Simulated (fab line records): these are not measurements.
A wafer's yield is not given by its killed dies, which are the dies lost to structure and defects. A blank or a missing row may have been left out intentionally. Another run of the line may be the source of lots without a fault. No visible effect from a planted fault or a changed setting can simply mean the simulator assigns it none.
fab line records ; flow nand_harc
record: lots: 14; wafers: 41; last_day: 25
route steps=1159 shown A_SLIT@781 A_CONTACT@943 A_BLC@981 END@1159
lots that met no fault: taken from a fault-free run of the same line
start_h: start of the lot's first displayed wafer, in hours after the record's first day ; wait_h: hours from the lot's prior step to this one ; " identical to the entry in the row above ; L1.1+2: one row covering several wafers at once ; - value missing, or start not given ; * or withheld: withheld ; < > ~ a bound
route shown NAME@n: a module of which the file shows steps, and the number in the route of the first ; usual: the fault-free wafers' mean and standard deviation ; same: alike in all rows ; chamber/n: place in a boat ; sites: the reading at each site ; _std_site: how widely they spread, as a standard deviation ; _edge_site: the outer-site mean with the inner-site mean subtracted ; radius_mm: for every site, how far away it sits from the centre of the wafer ; mask NAME#n: copy n ; behind: the last tool/chamber to shape the wafer ; hold: the reason the lot was held/the length of the hold in hours/how it ended ; device: the n, p or np transistor that did not switch ; end of line: at the end of the route, the tests of the same wafers ; step lacking rows: just its recipe ; killed: dies lost to structure and defects at the first sort, not the wafer's yield ; map: shows each die of a wafer: x if killed, . if not, _ if none is there
set.NAME: setting as actually run; set.NAME@STEP: the setting as run at that earlier step ; model.NAME: the simulator's own value behind a step, which no gauge read
the route's steps for a sample of lots (tables are steps, rows are wafers)
services: the hour from which a tool's chamber was out of use, counted from the record's first day as start_h (under 0 if before that day), plus the number of hours and why
== steps ==
step: NHARC_A_SLIT_DEP_23
recipe: target_thk_a: 1000; target_thk_nm: 100; temp_c: 400; pressure_torr: 3.5; flow_sccm: 200; rf_w: 350; material: SiON
usual: heater_power_w: 740/130
lot.wafer;tool;chamber;start_h;wait_h;heater_power_w
L200.3;pecvd-03;0;315.04;1.2;937
L200.1;pecvd-03;1;315.04;1.2;639
L200.6;pecvd-03;2;315.04;1.2;572
L201.2;pecvd-01;1;315.08;1.5;640
L201.3;pecvd-01;2;315.08;1.5;874
L201.6;pecvd-01;1;315.08;1.5;519
L203.1;pecvd-03;2;326.30;1.7;702
L203.5;pecvd-03;2;326.30;1.7;684
L203.6;pecvd-03;0;326.30;1.7;939
L202.1;pecvd-03;0;326.87;1.6;947
L202.4;pecvd-03;1;326.87;1.6;633
L202.5;pecvd-03;2;326.87;1.6;595
L205.1;pecvd-03;2;342.43;1.7;623
L205.4;pecvd-03;1;342.43;1.7;656
L205.6;pecvd-03;0;342.43;1.7;875
L204.1;pecvd-01;1;342.66;1.8;586
L204.4;pecvd-01;1;342.66;1.8;600
L204.6;pecvd-01;2;342.66;1.8;797
L206.2;pecvd-02;2;367.79;1.4;609
L206.6;pecvd-02;0;367.79;1.4;794
L206.4;pecvd-02;1;367.79;1.4;733
L208.1;pecvd-03;2;381.31;1.7;677
L208.2;pecvd-03;0;381.31;1.7;971
L208.4;pecvd-03;0;381.31;1.7;1005
L210.3;pecvd-01;0;381.32;1.0;802
L210.6;pecvd-01;0;381.32;1.0;804
L210.5;pecvd-01;1;381.32;1.0;620
L211.3;pecvd-01;0;381.58;1.0;834
L211.5;pecvd-01;0;381.58;1.0;662
L211.4;pecvd-01;1;381.58;1.0;576
L209.3;pecvd-03;2;383.23;1.0;641
L209.1;pecvd-03;0;383.23;1.0;997
L209.6;pecvd-03;2;383.23;1.0;688
L212.6;pecvd-03;0;405.94;0.1;959
L212.4;pecvd-03;2;405.94;0.1;644
L214.3;pecvd-03;1;406.44;1.0;638
L214.1;pecvd-03;2;406.44;1.0;629
L214.5;pecvd-03;0;406.44;1.0;1012
L223.1;pecvd-03;1;466.29;1.7;670
L223.3;pecvd-03;0;466.29;1.7;980
L223.6;pecvd-03;0;466.29;1.7;979
step: NHARC_A_CONTACT_ETCH_134
recipe: source_w: withheld; pressure_mtorr: 20; bias_v: withheld; time_s: 140; target_depth_a: 7000; ar_flow_sccm: withheld; c4f8_flow_sccm: withheld; o2_flow_sccm: withheld; chemistry: C4F8/O2/Ar
lot.wafer;tool;chamber;start_h;wait_h;rf_hours_counter_h
L201.2;har_cap_etch-02;1;384.76;-;12
L201.3;har_cap_etch-02;1;384.76;-;-
L201.6;har_cap_etch-02;0;384.76;-;-
L200.1;har_cap_etch-01;1;385.84;-;50
L200.3;har_cap_etch-01;0;385.84;-;-
L200.6;har_cap_etch-01;0;385.84;-;-
L202.1;har_cap_etch-03;0;387.26;-;92
L202.4;har_cap_etch-03;1;387.26;-;-
L202.5;har_cap_etch-03;0;387.26;-;-
L203.1;har_cap_etch-02;1;387.65;-;13
L203.5;har_cap_etch-02;0;387.65;-;-
L203.6;har_cap_etch-02;1;387.65;-;-
L205.1;har_cap_etch-03;0;403.28;-;94
L205.4;har_cap_etch-03;1;403.28;-;-
L205.6;har_cap_etch-03;1;403.28;-;-
L204.1;har_cap_etch-02;0;404.31;-;15
L204.4;har_cap_etch-02;1;404.31;-;-
L204.6;har_cap_etch-02;1;404.31;-;-
L206.2;har_cap_etch-01;1;430.55;-;56
L206.4;har_cap_etch-01;0;430.55;-;-
L206.6;har_cap_etch-01;0;430.55;-;-
L211.4;har_cap_etch-03;1;444.85;-;-
L211.3;har_cap_etch-03;0;444.85;-;-
L211.5;har_cap_etch-03;1;444.85;-;-
L208.2;har_cap_etch-03;1;451.72;-;101
L208.1;har_cap_etch-03;0;451.72;-;101
L208.4;har_cap_etch-03;1;451.72;-;-
L210.3;har_cap_etch-02;0;451.81;-;-
L210.6;har_cap_etch-02;0;451.81;-;-
L210.5;har_cap_etch-02;1;451.81;-;-
L209.1;har_cap_etch-03;0;458.78;-;103
L209.3;har_cap_etch-03;0;458.78;-;-
L209.6;har_cap_etch-03;0;458.78;-;-
L212.6;har_cap_etch-01;1;466.95;-;-
L214.1;har_cap_etch-02;1;470.80;-;27
L214.5;har_cap_etch-02;0;470.80;-;-
L223.1;har_cap_etch-03;1;529.26;-;117
L223.3;har_cap_etch-03;1;529.26;-;-
L223.6;har_cap_etch-03;1;529.26;-;-
step: NHARC_A_BLC_CD_MEAS_19
usual: cd_nm: 100.8/2.1
lot.wafer;tool;chamber;start_h;wait_h;cd_nm
L201.2;cd_sem-02;-;394.89;-;98.8
L201.3;cd_sem-02;-;394.89;-;100.3
L201.6;cd_sem-02;-;394.89;-;99.8
L200.1;cd_sem-02;-;395.76;-;101.6
L200.3;cd_sem-02;-;395.76;-;101.2
L200.6;cd_sem-02;-;395.76;-;100.2
L202.1;cd_sem-03;-;396.43;-;99.1
L202.4;cd_sem-03;-;396.43;-;100.7
L202.5;cd_sem-03;-;396.43;-;99.7
L203.1;cd_sem-01;-;397.78;-;99.2
L203.5;cd_sem-01;-;397.78;-;102.5
L203.6;cd_sem-01;-;397.78;-;99.6
L205.1;cd_sem-03;-;410.67;-;99.4
L205.4;cd_sem-03;-;410.67;-;100.4
L205.6;cd_sem-03;-;410.67;-;100.6
L204.1;cd_sem-01;-;410.97;-;100.0
L204.4;cd_sem-01;-;410.97;-;101.3
L204.6;cd_sem-01;-;410.97;-;101.7
L206.2;cd_sem-01;-;439.10;-;96.4
L206.4;cd_sem-01;-;439.10;-;100.7
L206.6;cd_sem-01;-;439.10;-;101.8
L211.3;cd_sem-02;-;450.55;-;100.0
L211.4;cd_sem-02;-;450.55;-;99.9
L211.5;cd_sem-02;-;450.55;-;99.7
L210.3;cd_sem-03;-;457.23;-;104.0
L210.5;cd_sem-03;-;457.23;-;100.8
L210.6;cd_sem-03;-;457.23;-;105.1
L208.1;cd_sem-02;-;458.10;-;103.1
L208.2;cd_sem-02;-;458.10;-;102.3
L208.4;cd_sem-02;-;458.10;-;98.4
L209.1;cd_sem-01;-;467.39;-;100.0
L209.3;cd_sem-01;-;467.39;-;100.3
L209.6;cd_sem-01;-;467.39;-;96.9
L212.6;cd_sem-02;-;478.82;-;104.2
L214.1;cd_sem-02;-;480.82;-;100.1
L214.5;cd_sem-02;-;480.82;-;100.1
L223.1;cd_sem-02;-;538.67;-;97.1
L223.3;cd_sem-02;-;538.67;-;99.6
L223.6;cd_sem-02;-;538.67;-;99.0
step: NHARC_A_BLC_STRIP_29
recipe: cf4_flow_sccm: 150; ar_flow_sccm: 0; bias_w: 0; chemistry: CF4
usual: cf4_flow_sccm: 150.0/0.45; drypump_motor_current_A: 6.0/0.4; oes_product_au: 0.998/0.0098; rf_vpp_V: 59.3/0.91; showerhead_plenum_p_Torr: 1.74/0.072; throttle_valve_pct: 13.284/0.0091
lot.wafer;tool;chamber;start_h;wait_h;cf4_flow_sccm;drypump_motor_current_A;oes_product_au;rf_hours_counter_h;rf_vpp_V;showerhead_plenum_p_Torr;throttle_valve_pct
L201.2;rie_diel-08;0;394.97;0.1;151.1;5.4;1.016;9;61.2;1.88;13.263
L201.3;rie_diel-08;3;394.97;0.1;150.0;6.5;1.022;10;58.1;1.73;13.287
L201.6;rie_diel-08;1;394.97;0.1;150.0;5.9;1.022;-;59.2;1.80;13.283
L200.3;rie_diel-12;0;395.83;0.1;150.6;5.8;1.015;1;58.3;1.66;13.280
L200.1;rie_diel-12;3;395.83;0.1;150.1;5.7;0.995;1;60.0;1.70;13.267
L200.6;rie_diel-12;0;395.83;0.1;151.2;5.8;1.016;-;58.8;1.66;13.280
L202.1;rie_diel-12;3;396.50;0.1;150.1;5.7;0.996;1;58.8;1.70;13.292
L202.4;rie_diel-12;0;396.50;0.1;150.0;5.8;1.008;1;60.3;1.66;13.296
L202.5;rie_diel-12;0;396.50;0.1;149.8;5.8;1.008;-;58.8;1.66;13.292
L203.1;rie_diel-12;1;397.91;0.1;150.3;6.5;1.002;1;60.1;1.80;13.279
L203.5;rie_diel-12;2;397.91;0.1;150.3;6.5;0.990;-;59.7;1.78;13.287
L203.6;rie_diel-12;3;397.91;0.1;149.6;5.7;0.997;-;59.5;1.70;13.292
L205.4;rie_diel-08;0;410.74;0.1;149.0;5.4;1.015;10;59.4;1.88;13.287
L205.1;rie_diel-08;2;410.74;0.1;150.3;6.0;0.993;11;58.4;1.66;13.277
L205.6;rie_diel-08;1;410.74;0.1;149.0;5.9;1.016;-;58.8;1.80;13.281
L204.4;rie_diel-08;0;411.07;0.1;149.9;5.4;1.010;10;60.6;1.88;13.284
L204.1;rie_diel-08;1;411.07;0.1;150.3;5.9;1.004;12;58.5;1.80;13.284
L204.6;rie_diel-08;2;411.07;0.1;150.2;5.9;0.982;-;58.9;1.65;13.289
L206.4;rie_diel-12;3;439.19;0.1;150.6;5.7;1.001;4;59.9;1.70;13.286
L206.2;rie_diel-12;1;439.19;0.1;150.7;6.6;0.996;4;58.7;1.80;13.286
L206.6;rie_diel-12;3;439.19;0.1;150.0;5.7;0.982;-;58.5;1.70;13.270
L211.4;rie_diel-12;2;450.63;0.1;150.1;6.5;0.989;5;59.3;1.77;13.276
L211.3;rie_diel-12;3;450.63;0.1;150.2;5.7;0.987;5;58.4;1.70;13.278
L211.5;rie_diel-12;1;450.63;0.1;149.4;6.5;0.989;-;59.1;1.80;13.294
L210.3;rie_diel-01;2;457.52;0.3;149.6;5.8;1.016;52;57.1;1.66;13.276
L210.6;rie_diel-01;1;457.52;0.3;150.8;5.6;0.998;-;59.7;1.65;13.286
L210.5;rie_diel-01;2;457.52;0.3;149.3;5.7;1.001;-;59.5;1.66;13.292
L208.2;rie_diel-12;2;458.18;0.1;150.1;6.5;0.985;6;60.8;1.77;13.272
L208.1;rie_diel-12;3;458.18;0.1;149.7;5.7;0.988;7;59.4;1.70;13.276
L208.4;rie_diel-12;0;458.18;0.1;150.0;5.8;0.999;6;59.4;1.66;13.289
L209.1;rie_diel-01;0;467.47;0.1;149.6;5.8;1.019;57;59.9;1.72;13.288
L209.3;rie_diel-01;2;467.47;0.1;150.5;5.8;1.003;56;58.8;1.66;13.290
L209.6;rie_diel-01;0;467.47;0.1;149.7;5.7;1.011;-;59.1;1.72;13.278
L212.6;rie_diel-12;2;478.95;0.1;150.8;6.5;0.980;-;58.5;1.77;13.271
L214.1;rie_diel-12;0;480.92;0.1;150.6;5.8;0.993;9;59.0;1.66;13.281
L214.5;rie_diel-12;2;480.92;0.1;149.7;6.5;0.983;-;59.4;1.77;13.272
L223.1;rie_diel-08;3;538.75;0.1;149.6;6.5;0.999;7;60.9;1.73;13.291
L223.3;rie_diel-08;1;538.75;0.1;149.3;5.9;0.993;5;59.9;1.80;13.288
L223.6;rie_diel-08;0;538.75;0.1;150.0;5.4;1.004;-;58.3;1.88;13.290
step: NHARC_END_SORT_01
recipe: temp_c: 25
usual: killed_at_array: 26/11; killed_at_other: 0.4/0.78; killed_at_periphery: 3.4/2.4; killed_dies: 29/11; killed_open: 3.1/1.9; killed_short: 1.9/1.4
same: gross_dies: 677
lot.wafer;tool;chamber;start_h;wait_h;killed_at_array;killed_at_other;killed_at_periphery;killed_dies;killed_open;killed_short
L212.4;prober-02;0;570.40;3.4;623;1;7;631;6;0
L212.6;prober-02;0;572.03;4.1;18;1;7;26;8;1
L214.1;prober-01;0;575.54;2.5;37;1;3;41;5;1
L214.3;prober-01;0;577.16;3.1;568;0;2;570;2;2
L214.5;prober-01;0;578.78;3.7;40;1;2;43;2;3
killed by level:class
L212.4 A_SLIT:area_dep=598 A_STAIRCASE:chamber_film_flake=12 P_ZERO_WELL:chamber_film_flake=3 A_CHANNEL_HOLE_D1:chamber_film_flake=3 A_CONTACT:chamber_film_flake=3 A_CONTACT:geometric_particle:open=2 P_GATE:chamber_film_flake=2 A_WL_FILL:chamber_film_flake=2
L212.6 A_STAIRCASE:chamber_film_flake=7 A_CONTACT:geometric_particle:open=4 P_GATE:chamber_film_flake=2 P_M1:chamber_film_flake=2 A_CHANNEL_HOLE_D1:chamber_film_flake=2 A_CONTACT:chamber_film_flake=2 P_STI:geometric_particle:open=1 P_CONTACT:geometric_particle:open=1
L214.1 A_CHANNEL_HOLE_D1:chamber_film_flake=23 A_SLIT:chamber_film_flake=5 A_SGD_CUT:geometric_particle:open=2 A_CHANNEL_FILL_D1:chamber_film_flake=2 P_GATE:geometric_particle:open=1 A_ONON_D1:geometric_particle:open=1 A_CHANNEL_FILL_D1:geometric_particle:short=1 A_CHANNEL_FILL_D1:geometric_particle:open=1
L214.3 A_SLIT:area_dep=540 A_SLIT:chamber_film_flake=13 A_CHANNEL_HOLE_D1:chamber_film_flake=8 A_STAIRCASE:chamber_film_flake=3 P_GATE:geometric_particle:open=1 P_M1:geometric_particle:short=1 A_WL_FILL:geometric_particle:short=1 A_M1:geometric_particle:open=1
L214.5 A_CHANNEL_HOLE_D1:chamber_film_flake=20 A_SLIT:chamber_film_flake=14 A_CHANNEL_FILL_D1:chamber_film_flake=2 P_CONTACT:geometric_particle:short=1 A_ONON_D1:geometric_particle:short=1 A_SGD_CUT:geometric_particle:open=1 A_BLC:geometric_particle:open=1 STARTING-WAFER:geometric_particle:short=1
== services ==
tool;chamber;start_h;hours;kind
pecvd-03;-;292.18;13.0;pm
har_cap_etch-03;-;292.23;0.7;repair
rie_diel-08;-;301.80;9.0;pm
har_cap_etch-02;-;306.51;17.0;pm
pecvd-01;0;311.79;5.6;repair
rie_diel-12;3;321.36;1.9;repair
rie_diel-08;0;326.82;7.2;repair
rie_diel-12;-;355.07;0.8;repair
rie_diel-12;0;369.27;5.6;repair
rie_diel-12;-;379.43;9.0;pm
pecvd-01;2;404.77;5.3;repair
pecvd-01;-;418.35;13.0;pm
pecvd-01;-;442.65;0.6;repair
rie_diel-08;1;456.44;8.4;repair
rie_diel-12;3;466.63;19.6;repair
pecvd-01;2;470.39;4.3;repair
pecvd-03;-;473.18;13.0;pm
rie_diel-08;-;478.84;9.0;pm
rie_diel-08;-;500.71;0.4;repair
pecvd-01;1;501.68;5.0;repair
rie_diel-08;1;509.17;7.4;repair
pecvd-03;-;510.36;1.3;repair
pecvd-01;0;522.17;5.7;repair
pecvd-03;0;523.88;7.3;repair
== key ==
first_sign: step: NHARC_END_SORT_01; reading: killed_at_array; direction: up; sigmas: 54; usual: 26; struck: 596
effect: step: NHARC_END_SORT_01; reading: killed_dies; direction: up; sigmas: 53; usual: 29; struck: 600
more_kills_born_at: NHARC_A_SLIT_DEP_23@pecvd-03: 1138
met_at NHARC_A_SLIT_DEP_23
struck_lots L212,L214
struck_wafers L212.4,L214.3
later_rows_left_out L212.4,L214.3
tester_left_out L212,L214
not_acting_at NHARC_A_CONTACT_ETCH_134,NHARC_A_BLC_CD_MEAS_19,NHARC_A_BLC_STRIP_29
onset_between 383.23 405.94
fault: kind: process_parameter_drift; tool: pecvd-03; chamber: -; onset_h: 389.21; steps: NHARC_A_SLIT_DEP_23; channel: target_thk_a; offset: *; shape: step; end_h: 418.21; scope: struck_wafers_only; acts_in: *; stated: *
tester_left_out: of these lots the tester's yield and bins aren't shown, on N5 and GAA mostly nor the transistor test; their killed dies are dies lost to structure and defects alone, not to doping, threshold or leakage, so they don't give the yield
later_rows_left_out: the simulator's readings of these wafers behind a module that went badly wrong aren't trusted and aren't shown, but for the sort
